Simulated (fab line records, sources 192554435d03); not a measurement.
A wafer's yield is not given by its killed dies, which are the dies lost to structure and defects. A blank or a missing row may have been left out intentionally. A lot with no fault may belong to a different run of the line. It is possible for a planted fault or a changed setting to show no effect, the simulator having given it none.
Chamber matching    flow n5_finfet    N5_BEOL_M5_ETCH_67 on rie_diel-04: 4 sister chambers
The step etches SiARC in CF4, target depth 15.6 nm, time 26 s. 18 wafers are shown with their chamber, then 9 later ones without.

== EACH WAFER AND ITS CHAMBER ==
wafer   chamber  showerhead_plenum_p_Torr (Torr)  oes_product_au (a.u.)  throttle_valve_pct (%)
L076.3  1        2.19                             0.56                   15.75
L076.5  1        2.19                             0.57                   15.76
L076.6  2        2.14                             0.61                   15.65
L078.1  3        2.27                             0.72                   15.60
L078.3  1        2.19                             0.56                   15.75
L078.4  1        2.19                             0.56                   15.76
L079.1  2        2.14                             0.62                   15.65
L079.3  3        2.27                             0.71                   15.60
L079.4  0        2.03                             0.59                   15.84
L081.3  0        2.03                             0.59                   15.83
L081.5  0        2.03                             0.59                   15.84
L081.6  2        2.13                             0.62                   15.67
L083.4  0        2.03                             0.59                   15.85
L083.5  3        2.26                             0.71                   15.62
L083.6  2        2.13                             0.62                   15.69
L088.2  3        2.26                             0.70                   15.62
L088.4  0        2.02                             0.59                   15.86
L088.5  2        2.13                             0.62                   15.71

SIGNATURES (averages over the wafers above)
reading                   chamber 0  chamber 1  chamber 2  chamber 3  scatter within a chamber
showerhead_plenum_p_Torr  2.0280     2.1900     2.1340     2.2650     0.00463
oes_product_au            0.5900     0.5625     0.6180     0.7100     0.00504
throttle_valve_pct        15.8440    15.7550    15.6740    15.6100    0.0163
Rule: a wafer lies at a distance from a chamber equal to the root of the sum of squares, over the readings, of (its reading less the chamber's mean, divided by the reading's scatter). If the next closest chamber is less than 2 further off than the closest, the wafer can't be placed; otherwise it belongs to the closest. How the scatter is found: for the shown wafers, subtract from each reading the mean of its chamber, square and add these, divide the total by (wafers less chambers), then take the root.

== WAFERS WITH NO CHAMBER GIVEN ==
wafer   showerhead_plenum_p_Torr (Torr)  oes_product_au (a.u.)  throttle_valve_pct (%)
L089.4  2.26                             0.69                   15.65
L089.5  2.02                             0.59                   15.84
L089.6  2.19                             0.82                   15.26
L095.1  2.25                             0.67                   15.67
L095.4  2.26                             0.68                   15.66
L095.5  2.12                             0.60                   15.74
L097.2  2.12                             0.60                   15.75
L097.3  2.18                             0.77                   15.29
L097.5  2.18                             0.77                   15.30

== WHICH CHAMBER EACH ONE RAN IN ==
wafer    from the rows above   in truth
L089.4   3                     3
L089.5   0                     0
L089.6   3                     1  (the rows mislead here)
L095.1   3                     3
L095.4   3                     3
L095.5   2                     2
L097.2   2                     2
L097.3   3                     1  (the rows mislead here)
L097.5   3                     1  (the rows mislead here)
6 of 9 placed correctly. Left unplaced by these rows: 0. Number placed wrongly: 3.
